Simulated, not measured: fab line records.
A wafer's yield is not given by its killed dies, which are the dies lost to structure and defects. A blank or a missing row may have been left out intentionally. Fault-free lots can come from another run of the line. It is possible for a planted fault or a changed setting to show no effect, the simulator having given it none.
One fault through the eyes of 2 desks :: flow n5 finfet :: only its own numbers are on each desk; what lay behind them is given at the end

## DESK OF THE TOOL OWNER: cmp-02
The tool's own readings at N5_BEOL_M12_CMP_49 (polishes, stops on SiOC, t overpolish 20.6 s, target thk 320 nm): means of the sampled wafers that have a number, for each lot that ran on this tool. Any lot whose mean is over 4 standard deviations away from the usual mean is out of limits and marked OUT; that distance is given in the brackets.
Columns: A = barrier field endpoint s at N5_BEOL_M12_CMP_49, usual 30.3 s; B = motor current A at N5_BEOL_M12_CMP_49, usual 6.0 A; C = overpolish run s at N5_BEOL_M12_CMP_49, usual 20.600 s
lot: L530
first seen here: day 13 16:23
A: 30.8
B: 5.8
C: 20.605

lot: L543
first seen here: day 17 13:22
A: 26.5 (-5.2) OUT
B: 5.7
C: 20.603

lot: L545
first seen here: day 17 14:04
A: 26.3 (-5.5) OUT
B: 5.8
C: 20.599
This desk finds L543, L545 out of limits, L543 being first, at day 17 13:22 (barrier field endpoint s at N5_BEOL_M12_CMP_49). In limits: L530.

## AT THE METROLOGY DESK
Lot by lot, what the gauges showed, no matter which tool ran the lot: averages of those sampled wafers that carry a number. Any lot whose mean is over 4 standard deviations away from the usual mean is out of limits and marked OUT; that distance is given in the brackets.
Columns: A = trench depth nm at N5_BEOL_M12_OCD_MEAS_35, usual 318 nm
lot: L528
first seen here: day 13 04:36
A: 319

lot: L530
first seen here: day 13 07:45
A: 319

lot: L543
first seen here: day 17 08:48
A: 319

lot: L545
first seen here: day 17 10:30
A: 316

lot: L549
first seen here: day 18 12:48
A: 317

lot: L548
first seen here: day 18 18:49
A: 318
This desk's finding: nothing out of limits on any of the 6 lots.

## ALL TOGETHER
The tool owner's desk had the chance to raise an alarm at day 17 13:22 on L543, L545.
Nothing out of limits was seen by the metrology desk.
The metrology desk has L543, L545 on record, within its limits.
Of the lots named, all ran N5_BEOL_M12_CMP_49 on cmp-02.

## WHAT THE SIMULATOR PUT IN
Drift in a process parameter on cmp-02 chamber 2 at N5_BEOL_M12_CMP_49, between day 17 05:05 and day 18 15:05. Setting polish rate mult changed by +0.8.
Struck lots among those shown: L543, L545.
How many hours passed from the start of the fault until each desk's first out-of-limits reading: the tool owner's desk, 8.
